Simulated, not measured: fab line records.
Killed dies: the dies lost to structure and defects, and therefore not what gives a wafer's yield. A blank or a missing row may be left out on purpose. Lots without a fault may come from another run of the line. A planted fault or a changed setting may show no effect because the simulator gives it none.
fab line records ; flow n5-finfet
record: lots: 7; wafers: 19; last-day: 18
route steps=1938 shown BEOL_M11@1556 BEOL_M15@1830
lots with no fault: from the same line, run without faults
start-h: hours from the record's opening day to when the first of the lot's shown wafers began ; wait-h: how many hours have passed since the lot's step before this one ; " identical to the entry in the row above ; L1.1+2: a row that stands for several wafers ; - either no value or no given start ; * or withheld: withheld ; < > ~ a bound
route shown NAME@n: a module of which the file shows steps, and the number in the route of the first ; usual: average and standard deviation across the fault-free wafers ; same: alike in all rows ; chamber/n: place in a boat ; sites: each site's reading ; _std_site: the standard deviation of these ; _edge_site: outer sites' mean less inner sites' ; radius-mm: how far each site lies from the wafer's centre ; mask NAME#n: copy n ; behind: tool/chamber where the wafer was last shaped ; hold: cause of the lot's hold/its duration in hours/its outcome ; device: the transistor (n, p or np) that didn't switch ; end of line: the tests these same wafers got at the end of their route ; step lacking rows: just its recipe ; killed: dies lost to structure and defects at the first sort, not the wafer's yield ; map: a wafer's dies, x killed, . not, _ none there
set.NAME: setting as actually run; set.NAME@STEP: the setting as run at that earlier step ; model.NAME: the simulator's own value behind a step, which no gauge read
a sample of lots followed through the steps of the route, with each step as a table and each wafer as a row
services: when a tool's chamber went out of use (start-h, in hours from the record's first day, below 0 if earlier), for how many hours, and the reason
== steps ==
step: N5_BEOL_M11_STRIP_67
recipe: chemistry: CF4; resist: SiARC; power-w: 300; bias-power-w: 75; pressure-mtorr: 50; cf4-flow-sccm: 150; rf-frequency-hz: 6e+07
usual: bias-power-w: 75.02/0.2; drypump-motor-current-A: 5.8/0.35; oes-product-au: 0.80/0.077; power-w: 300.0/0.88; rf-vpp-V: 271.2/1.3; showerhead-plenum-p-Torr: 1.80/0.043; throttle-valve-pct: 13.6/0.3
lot.wafer;tool;chamber;start-h;wait-h;bias-power-w;drypump-motor-current-A;oes-product-au;power-w;rf-hours-counter-h;rf-vpp-V;showerhead-plenum-p-Torr;throttle-valve-pct
L658.3;rie-diel-06;2;241.47;0.0;75.34;5.2;0.79;298.9;97;271.2;1.82;13.8
L658.4;rie-diel-06;0;241.47;0.0;74.96;5.7;0.69;300.5;247;271.3;1.83;13.7
L658.6;rie-diel-06;2;241.47;0.0;75.23;5.2;0.81;300.0;-;271.0;1.82;13.8
L661.2;rie-diel-04;0;262.26;0.0;74.77;6.3;0.89;299.9;24;269.1;1.76;13.6
L661.4;rie-diel-04;1;262.26;0.0;75.13;5.6;0.68;300.9;245;272.0;1.84;13.8
L661.6;rie-diel-04;1;262.26;0.0;75.09;5.6;0.68;300.8;-;271.5;1.84;13.8
L663.5;rie-diel-06;1;268.83;0.0;75.14;5.9;0.70;299.9;-;271.5;1.76;14.1
L663.6;rie-diel-06;0;268.83;0.0;75.10;5.7;0.96;300.4;-;272.8;1.83;13.2
L664.1;rie-diel-04;3;279.32;0.0;75.09;5.5;0.76;299.0;142;271.5;1.80;13.6
L664.5;rie-diel-04;3;279.32;0.0;75.39;5.5;0.77;300.4;-;272.2;1.80;13.6
L665.2;rie-diel-03;3;294.06;0.0;75.06;6.3;0.73;300.8;190;272.9;1.86;13.7
L665.5;rie-diel-03;0;294.06;0.0;75.05;5.6;0.84;299.0;-;270.1;1.74;13.1
L665.6;rie-diel-03;3;294.06;0.0;75.29;6.3;0.73;301.4;-;272.9;1.86;13.7
L678.1;rie-diel-06;0;364.61;0.0;75.15;5.8;0.86;300.4;36;272.5;1.82;13.3
L678.2;rie-diel-06;2;364.61;0.0;75.30;5.2;0.76;299.0;138;272.6;1.81;13.9
L678.3;rie-diel-06;3;364.61;0.0;74.64;5.8;0.82;300.4;63;271.5;1.82;13.2
L679.1;rie-diel-03;0;375.52;0.0;75.26;5.6;0.81;300.1;106;269.1;1.73;13.1
L679.2;rie-diel-03;1;375.52;0.0;75.09;6.1;0.71;299.9;229;271.0;1.85;14.1
L679.4;rie-diel-03;3;375.52;0.0;74.74;6.3;0.72;300.0;216;271.4;1.85;13.7
step: N5_BEOL_M11_DESCUM_33
recipe: chemistry: O2; time-s: 7.9; source-power-w: 50; bias-power-w: 20; pressure-mtorr: 20; rf-frequency-hz: 2.712e+07; temp-c: 40; resist: CAR-ArF; o2-flow-sccm: 225
usual: bias-power-w: 20.00/0.052; drypump-motor-current-A: 5.9/0.36; oes-product-au: 0.80/0.079; rf-vpp-V: 243.1/1.2; showerhead-plenum-p-Torr: 2.09/0.055; throttle-valve-pct: 20.4/0.33
same: time-s: 7.9
lot.wafer;tool;chamber;start-h;wait-h;bias-power-w;drypump-motor-current-A;oes-product-au;rf-hours-counter-h;rf-vpp-V;showerhead-plenum-p-Torr;throttle-valve-pct
L658.3;rie-diel-06;3;243.22;0.0;20.02;5.8;0.87;26;244.8;2.13;20.0
L658.4;rie-diel-06;0;243.22;0.0;20.10;5.8;0.68;247;243.6;2.16;20.5
L658.6;rie-diel-06;0;243.22;0.0;20.01;5.7;0.68;-;243.8;2.16;20.6
L661.2;rie-diel-06;1;264.27;0.0;19.93;5.9;0.67;242;241.6;2.06;21.0
L661.4;rie-diel-06;1;264.27;0.0;20.00;5.9;0.68;-;243.3;2.07;21.0
L661.6;rie-diel-06;3;264.27;0.0;19.99;5.8;0.87;-;244.7;2.13;20.0
L663.5;rie-diel-06;0;269.83;0.0;19.92;5.7;0.96;-;244.0;2.15;20.1
L663.6;rie-diel-06;1;269.83;0.0;19.96;5.9;0.67;-;241.9;2.06;21.0
L664.1;rie-diel-06;3;281.28;0.0;19.97;5.8;0.85;39;243.6;2.13;20.0
L664.5;rie-diel-06;3;281.28;0.0;19.99;5.8;0.86;-;243.6;2.13;20.0
L665.2;rie-diel-06;0;296.85;0.2;20.02;5.7;0.91;12;244.7;2.15;20.2
L665.5;rie-diel-06;2;296.85;0.2;20.01;5.2;0.79;-;244.8;2.10;20.7
L665.6;rie-diel-06;0;296.85;0.2;20.04;5.8;0.91;-;243.6;2.15;20.2
L678.1;rie-diel-06;0;367.45;0.7;19.95;5.7;0.86;37;244.3;2.14;20.2
L678.2;rie-diel-06;3;367.45;0.7;20.00;5.8;0.82;64;242.6;2.12;20.0
L678.3;rie-diel-06;1;367.45;0.7;19.98;5.9;0.95;17;242.1;2.06;20.7
L679.1;rie-diel-03;0;376.36;0.1;19.96;5.6;0.81;106;239.7;2.02;19.9
L679.2;rie-diel-03;2;376.36;0.1;20.03;6.3;0.83;80;242.0;2.04;20.3
L679.4;rie-diel-03;3;376.36;0.1;19.93;6.3;0.70;217;243.1;2.16;20.5
step: N5_BEOL_M11_TRENCH_ETCH_37
recipe: chemistry: C4F6/O2; target-depth-a: 1488.3; target: SiCOH_lowk; time-s: 48; ion-energy-ev: 250; pressure-mtorr: 30; source-w: 345; bias-w: 185; Ar_flow_sccm: 300; C4F6_flow_sccm: 10; O2_flow_sccm: 10
usual: C4F6_flow_sccm: 10.000/0.028; drypump-motor-current-A: 5.9/0.35; oes_f_703_au: 0.80/0.074; oes-product-au: 0.80/0.078; rf-vpp-V: 665/8.3; run-length-s: 71.4/0.51; showerhead-plenum-p-Torr: 2.84/0.071; throttle-valve-pct: 20.9/0.33
lot.wafer;tool;chamber;start-h;wait-h;C4F6_flow_sccm;drypump-motor-current-A;oes_f_703_au;oes-product-au;rf-hours-counter-h;rf-vpp-V;run-length-s;showerhead-plenum-p-Torr;throttle-valve-pct
L658.3;rie-diel-06;3;243.53;-;9.981;5.8;0.89;0.88;26;657;71.8;2.89;20.5
L658.4;rie-diel-06;0;243.53;-;9.966;5.7;0.68;0.68;247;673;70.6;2.91;21.0
L658.6;rie-diel-06;0;243.53;-;9.982;5.7;0.68;0.69;-;672;70.6;2.91;21.0
L661.2;rie-diel-06;1;264.59;-;10.003;5.9;0.69;0.69;242;678;71.3;2.81;21.5
L661.4;rie-diel-06;1;264.59;-;10.028;5.9;0.68;0.68;-;677;71.0;2.81;21.5
L661.6;rie-diel-06;3;264.59;-;9.970;5.8;0.89;0.87;-;656;71.4;2.89;20.5
L663.5;rie-diel-06;0;270.15;-;10.049;5.7;0.96;0.97;-;674;82.9;2.91;20.6
L663.6;rie-diel-06;1;270.15;-;9.964;5.9;0.68;0.69;-;675;71.6;2.81;21.5
L664.1;rie-diel-06;3;281.59;-;10.002;5.8;0.87;0.86;39;656;83.7;2.89;20.5
L664.5;rie-diel-06;3;281.59;-;10.004;5.8;0.87;0.86;-;655;83.9;2.89;20.5
L665.2;rie-diel-06;0;297.31;-;9.959;5.8;0.91;0.91;12;673;70.8;2.90;20.6
L665.5;rie-diel-06;2;297.31;-;10.031;5.2;0.79;0.78;-;674;83.9;2.85;21.1
L665.6;rie-diel-06;0;297.31;-;9.996;5.7;0.91;0.91;-;673;71.1;2.90;20.6
L678.1;rie-diel-06;0;367.77;-;10.001;5.7;0.86;0.86;37;673;71.0;2.89;20.6
L678.2;rie-diel-06;3;367.77;-;9.981;5.8;0.83;0.82;64;657;71.6;2.87;20.5
L678.3;rie-diel-06;1;367.77;-;10.038;5.9;0.93;0.95;17;677;70.9;2.80;21.2
L679.1;rie-diel-03;0;376.67;-;9.984;5.6;0.80;0.81;106;657;71.5;2.76;20.5
L679.2;rie-diel-03;2;376.67;-;9.987;6.3;0.84;0.82;80;653;70.9;2.76;20.7
L679.4;rie-diel-03;3;376.67;-;10.002;6.3;0.72;0.71;217;659;71.4;2.94;21.0
step: N5_BEOL_M11_OCD_MEAS_38
usual: trench-depth-nm: 148.5/1.9
lot.wafer;tool;chamber;start-h;wait-h;trench-depth-nm
L658.3;ocd-01;-;243.72;-;148.5
L658.4;ocd-01;-;243.72;-;147.5
L658.6;ocd-01;-;243.72;-;149.0
L661.2;ocd-02;-;264.77;-;146.9
L661.4;ocd-02;-;264.77;-;145.8
L661.6;ocd-02;-;264.77;-;151.8
L663.5;ocd-01;-;270.31;-;187.5
L663.6;ocd-01;-;270.31;-;146.4
L664.1;ocd-02;-;281.77;-;187.7
L664.5;ocd-02;-;281.77;-;188.5
L665.2;ocd-01;-;297.57;-;150.0
L665.5;ocd-01;-;297.57;-;185.2
L665.6;ocd-01;-;297.57;-;149.7
L678.1;ocd-02;-;367.95;-;148.9
L678.2;ocd-02;-;367.95;-;148.7
L678.3;ocd-02;-;367.95;-;151.2
L679.1;ocd-02;-;376.85;-;149.3
L679.2;ocd-02;-;376.85;-;148.6
L679.4;ocd-02;-;376.85;-;144.4
step: N5_BEOL_M11_DEGAS_44
recipe: ambient: vacuum; temp-c: 250; time-s: 60
usual: heater-power-w: 336/40
same: time-s: 60
lot.wafer;tool;chamber;start-h;wait-h;heater-power-w
L658.3;pvd-sputter-03;-;244.59;0.4;363
L658.4;pvd-sputter-03;-;244.59;0.4;337
L658.6;pvd-sputter-03;-;244.59;0.4;378
L661.2;pvd-sputter-02;-;265.30;0.2;378
L661.4;pvd-sputter-02;-;265.30;0.2;311
L661.6;pvd-sputter-02;-;265.30;0.2;307
L663.5;pvd-sputter-03;-;272.07;1.3;367
L663.6;pvd-sputter-03;-;272.07;1.3;298
L664.1;pvd-sputter-03;-;282.31;0.3;366
L664.5;pvd-sputter-03;-;282.31;0.3;338
L665.2;pvd-sputter-03;-;298.18;0.3;339
L665.5;pvd-sputter-03;-;298.18;0.3;295
L665.6;pvd-sputter-03;-;298.18;0.3;369
L678.1;pvd-sputter-01;-;368.52;0.3;352
L678.2;pvd-sputter-01;-;368.52;0.3;365
L678.3;pvd-sputter-01;-;368.52;0.3;342
L679.1;pvd-sputter-02;-;377.47;0.4;382
L679.2;pvd-sputter-02;-;377.47;0.4;287
L679.4;pvd-sputter-02;-;377.47;0.4;310
step: N5_BEOL_M11_THK_MEAS_53
recipe: thk-meas-gauge: xrf; reads: Cu_of_BEOL_M11_ECD_50
usual: M11_THK: 138.0/2.5
lot.wafer;tool;chamber;start-h;wait-h;M11_THK[nm]
L658.3;film-metro-02;-;248.11;-;138.2
L658.4;film-metro-02;-;248.11;-;138.1
L658.6;film-metro-02;-;248.11;-;138.3
L661.2;film-metro-01;-;267.40;-;138.2
L661.4;film-metro-01;-;267.40;-;137.0
L661.6;film-metro-01;-;267.40;-;141.6
L663.5;film-metro-02;-;273.75;-;174.0
L663.6;film-metro-02;-;273.75;-;135.3
L664.1;film-metro-01;-;283.86;-;179.5
L664.5;film-metro-01;-;283.86;-;179.7
L665.2;film-metro-01;-;300.32;-;139.6
L665.5;film-metro-01;-;300.32;-;176.2
L665.6;film-metro-01;-;300.32;-;140.2
L678.1;film-metro-01;-;370.23;-;140.0
L678.2;film-metro-01;-;370.23;-;138.6
L678.3;film-metro-01;-;370.23;-;142.3
L679.1;film-metro-02;-;381.03;-;138.3
L679.2;film-metro-02;-;381.03;-;137.1
L679.4;film-metro-02;-;381.03;-;132.3
step: N5_BEOL_M11_RS_MEAS_57
recipe: thk-meas-gauge: four-point-probe; reads: Cu_of_BEOL_M11_ECD_50+Co_of_BEOL_M11_CVD_75+TaN_of_BEOL_M11_ALD_74
usual: M11_RS: 0.1509/0.0025
lot.wafer;tool;chamber;start-h;wait-h;M11_RS[ohm/sq]
L658.3;film-metro-02;-;248.24;0.0;0.1509
L658.4;film-metro-02;-;248.24;0.0;0.1517
L658.6;film-metro-02;-;248.24;0.0;0.1509
L661.2;film-metro-02;-;267.52;0.0;0.1516
L661.4;film-metro-02;-;267.52;0.0;0.1522
L661.6;film-metro-02;-;267.52;0.0;0.1467
L663.5;film-metro-02;-;273.88;0.0;0.1158
L663.6;film-metro-02;-;273.88;0.0;0.1535
L664.1;film-metro-01;-;283.98;0.0;0.1148
L664.5;film-metro-01;-;283.98;0.0;0.1144
L665.2;film-metro-01;-;300.47;0.1;0.1506
L665.5;film-metro-01;-;300.47;0.1;0.1169
L665.6;film-metro-01;-;300.47;0.1;0.1499
L678.1;film-metro-01;-;370.38;0.1;0.1498
L678.2;film-metro-01;-;370.38;0.1;0.1515
L678.3;film-metro-01;-;370.38;0.1;0.1474
L679.1;film-metro-02;-;381.16;0.0;0.1484
L679.2;film-metro-02;-;381.16;0.0;0.1499
L679.4;film-metro-02;-;381.16;0.0;0.1559
step: N5_BEOL_M15_RC_MEAS_101
usual: COMB_M10: 1.5e-11/3.5e-12; COMB_M12: 6.1e-12/1.5e-12; COMB_M13: 4.9e-12/1e-12; COMB_M14: 3.6e-12/9.2e-13; COMB_M15: 2.5e-12/7.2e-13; COMB_M5: 3.6e-11/8.2e-12; COMB_M6: 2.4e-11/4.7e-12; COMB_M7: 2.6e-11/5.5e-12; COMB_M8: 2.5e-11/5.1e-12; COMB_M9: 1.45e-11/2.6e-12; SERP_M10: 3.06/0.083; SERP_M11: 3.07/0.061; SERP_M11_max_site: 3.17/0.069; SERP_M12: 0.637/0.015; SERP_M13: 0.308/0.0056; SERP_M14: 0.160/0.0033; SERP_M5: 38.7/1.3; SERP_M6: 13.6/0.48; SERP_M7: 13.8/0.4; SERP_M8: 13.9/0.48; SERP_M9: 3.05/0.063
lot.wafer;tool;chamber;start-h;wait-h;COMB_M10[S/m];COMB_M12[S/m];COMB_M13[S/m];COMB_M14[S/m];COMB_M15[S/m];COMB_M5[S/m];COMB_M6[S/m];COMB_M7[S/m];COMB_M8[S/m];COMB_M9[S/m];SERP_M10[ohm/um];SERP_M11[ohm/um];SERP_M11_max_site[ohm/um];SERP_M12[ohm/um];SERP_M13[ohm/um];SERP_M14[ohm/um];SERP_M5[ohm/um];SERP_M6[ohm/um];SERP_M7[ohm/um];SERP_M8[ohm/um];SERP_M9[ohm/um]
L658.3;prober-01;0;272.75;0.3;1.2e-11;6.9e-12;3.1e-12;5.4e-12;1.8e-12;3.5e-11;2.5e-11;2.2e-11;2e-11;1.65e-11;3.02;3.07;3.14;0.650;0.309;0.158;36.9;13.5;13.7;14.1;3.01
L658.4;prober-01;0;272.75;0.3;1e-11;5.2e-12;5.6e-12;3.5e-12;1.7e-12;4e-11;2.2e-11;2.1e-11;2.6e-11;1.87e-11;3.02;3.12;3.19;0.615;0.309;0.157;38.9;13.0;13.6;14.1;3.04
L658.6;prober-01;0;272.75;0.3;1.3e-11;6.7e-12;3.7e-12;2.9e-12;1.7e-12;4.2e-11;2.3e-11;2.6e-11;3.5e-11;1e-11;2.97;3.08;3.12;0.647;0.317;0.158;39.4;13.7;13.9;13.8;2.97
L661.2;prober-01;0;294.14;0.2;1.8e-11;4.9e-12;5e-12;3.6e-12;2.3e-12;3e-11;2.1e-11;2.5e-11;2.2e-11;1.88e-11;3.11;3.12;3.23;0.617;0.313;0.154;39.0;13.8;13.5;14.0;3.13
L661.4;prober-01;0;294.14;0.2;1.2e-11;3.1e-12;3.7e-12;3.4e-12;1.8e-12;2.4e-11;2.2e-11;3.5e-11;2.7e-11;1.68e-11;3.13;3.16;3.29;0.627;0.304;0.157;40.0;13.0;13.7;13.0;3.16
L661.6;prober-01;0;294.14;0.2;1.2e-11;3.8e-12;5.5e-12;1.9e-12;1.8e-12;3.5e-11;2.1e-11;2.5e-11;2e-11;1.42e-11;3.03;2.98;3.17;0.639;0.310;0.161;39.7;12.9;13.9;14.3;3.12
L663.5;prober-02;0;300.63;0.6;2.2e-11;8.1e-12;7.7e-12;5.4e-12;3.2e-12;4.3e-11;3.3e-11;3.5e-11;3.2e-11;9.9e-12;3.11;2.38;2.46;0.655;0.300;0.158;37.2;13.3;14.2;13.1;2.91
L663.6;prober-02;0;300.63;0.6;2e-11;5.7e-12;5.9e-12;4.1e-12;3.2e-12;5.8e-11;1.9e-11;3.6e-11;2.3e-11;1.1e-11;2.99;3.11;3.18;0.672;0.305;0.155;39.9;14.1;13.6;13.6;3.07
L664.1;prober-01;0;306.66;0.0;1.3e-11;5.8e-12;4e-12;2e-12;1.9e-12;4e-11;3.2e-11;2.7e-11;2.7e-11;1.38e-11;3.04;2.30;2.42;0.663;0.302;0.157;39.4;13.9;14.4;14.0;3.09
L664.5;prober-01;0;306.66;0.0;1.1e-11;7.3e-12;4.6e-12;3.1e-12;2.5e-12;3.5e-11;3e-11;3.4e-11;2.8e-11;1.22e-11;2.92;2.31;2.46;0.632;0.303;0.159;41.1;13.0;13.8;13.9;3.21
L665.2;prober-01;0;330.80;0.2;8e-12;6.4e-12;5.3e-12;2.7e-12;2.5e-12;2.4e-11;2.6e-11;3.4e-11;1.6e-11;1.59e-11;2.90;3.08;3.35;0.654;0.301;0.154;40.0;14.6;13.0;13.3;2.99
L665.5;prober-01;0;330.80;0.2;8e-12;3.5e-12;4.5e-12;3.8e-12;2.8e-12;3e-11;2.1e-11;3.8e-11;2.3e-11;1.51e-11;2.98;2.42;2.51;0.627;0.305;0.161;40.2;12.9;14.0;13.4;3.06
L665.6;prober-01;0;330.80;0.2;1.1e-11;5.2e-12;4.9e-12;4e-12;2.3e-12;3.9e-11;2.9e-11;2.8e-11;2.6e-11;1.35e-11;3.05;3.08;3.20;0.642;0.309;0.155;37.1;13.9;13.3;14.5;2.95
L678.1;prober-02;0;399.24;0.0;1.1e-11;6.1e-12;6.3e-12;6.3e-12;2.6e-12;4e-11;2.1e-11;2.6e-11;2.4e-11;1.5e-11;2.96;3.04;3.23;0.632;0.311;0.165;38.3;13.8;14.1;13.1;3.12
L678.2;prober-02;0;399.24;0.0;1.8e-11;7.2e-12;6.8e-12;6.2e-12;2.6e-12;3.7e-11;2.1e-11;1.5e-11;2.7e-11;1.59e-11;3.11;3.10;3.27;0.629;0.307;0.160;38.8;14.3;13.9;13.7;3.06
L678.3;prober-02;0;399.24;0.0;2.2e-11;5.1e-12;7e-12;4.4e-12;2e-12;4.1e-11;2.1e-11;1.8e-11;3.2e-11;1.11e-11;3.17;2.95;3.16;0.626;0.316;0.160;37.4;13.5;13.5;13.7;2.92
L679.1;prober-02;0;405.62;0.0;1.3e-11;8.2e-12;4.3e-12;3.9e-12;4.2e-12;4.6e-11;3.6e-11;2.2e-11;3.2e-11;1.73e-11;3.01;3.04;3.12;0.651;0.309;0.160;39.4;13.6;13.4;13.5;3.03
L679.2;prober-02;0;405.62;0.0;1.2e-11;4.7e-12;6.1e-12;3.5e-12;3.4e-12;2.5e-11;2.4e-11;1.7e-11;3.1e-11;1.46e-11;2.94;3.01;3.12;0.643;0.305;0.157;40.6;13.2;13.4;14.0;3.12
L679.4;prober-02;0;405.62;0.0;1.5e-11;8.5e-12;4.8e-12;4.2e-12;3.7e-12;3.6e-11;2.7e-11;2.1e-11;2.9e-11;1.59e-11;3.05;3.20;3.24;0.635;0.306;0.161;41.2;13.3;13.8;13.7;2.96
sites SERP_M11 radius-mm=0,75,75,75,75,140,140,140,140
L658.3 3.06 3.13 3.06 3.09 3.14 3.10 3.06 3.07 3.07
L661.2 3.07 3.18 3.04 3.12 3.13 3.23 3.10 3.09 3.15
L663.5 2.29 2.31 2.36 2.38 2.32 2.38 2.46 2.43 2.39
L664.1 2.24 2.30 2.28 2.27 2.29 2.42 2.34 2.41 2.39
L665.2 2.96 2.98 3.08 3.06 3.01 3.12 3.35 3.28 3.17
L678.1 2.97 3.03 3.01 3.04 3.02 3.07 3.20 3.23 3.09
L679.1 3.12 3.06 3.06 3.04 3.04 2.88 3.01 2.92 2.94
== services ==
tool;chamber;start-h;hours;kind
rie-diel-06;0;255.87;-;clean
rie-diel-06;0;255.87;-;consumable-replace:focus-ring
rie-diel-06;0;255.87;11.8;scheduled-down
rie-diel-06;0;255.87;11.8;vent-cycle
rie-diel-03;0;268.67;3.8;repair
rie-diel-04;0;271.49;3.0;repair
rie-diel-04;0;283.51;6.1;repair
rie-diel-06;1;286.23;-;clean
rie-diel-06;1;286.23;-;consumable-replace:focus-ring
rie-diel-06;1;286.23;25.2;scheduled-down
rie-diel-06;1;286.23;25.2;vent-cycle
rie-diel-04;2;291.59;9.0;repair
rie-diel-04;1;299.71;3.5;repair
rie-diel-04;1;303.62;-;clean
rie-diel-04;1;303.62;-;consumable-replace:focus-ring
rie-diel-04;1;303.62;33.7;scheduled-down
rie-diel-04;1;303.62;33.7;vent-cycle
rie-diel-04;3;313.50;3.9;repair
pvd-sputter-03;-;316.18;2.9;repair
rie-diel-04;2;319.23;6.4;repair
rie-diel-04;3;368.70;1.9;repair
== key ==
first-sign: step: N5_BEOL_M11_TRENCH_ETCH_37; reading: run-length-s; direction: up; sigmas: 24; usual: *; struck: *
effect: step: N5_BEOL_M11_OCD_MEAS_38; reading: trench-depth-nm; direction: up; sigmas: 20; usual: 148.5; struck: 187.2
effect: step: N5_BEOL_M11_THK_MEAS_53; reading: M11_THK; direction: up; sigmas: 16; usual: 138.0; struck: 177.3
effect: step: N5_BEOL_M11_RS_MEAS_57; reading: M11_RS; direction: down; sigmas: 14; usual: 0.1509; struck: 0.1155
effect: step: N5_BEOL_M15_RC_MEAS_101; reading: SERP_M11; direction: down; sigmas: 12; usual: 3.07; struck: 2.35
met-at N5_BEOL_M11_TRENCH_ETCH_37
struck-lots L663,L664,L665
struck-wafers L663.5,L664.1,L664.5,L665.5
not-acting-at N5_BEOL_M11_STRIP_67,N5_BEOL_M11_DESCUM_33,N5_BEOL_M11_DEGAS_44
onset-between 264.59 270.15
fault: kind: process-parameter-drift; tool: rie-diel-06; chamber: -; onset-h: 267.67; steps: N5_BEOL_M11_TRENCH_ETCH_37; channel: time-s; offset: *; shape: step; end-h: 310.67; scope: struck-wafers-only; acts-in: *; stated: *
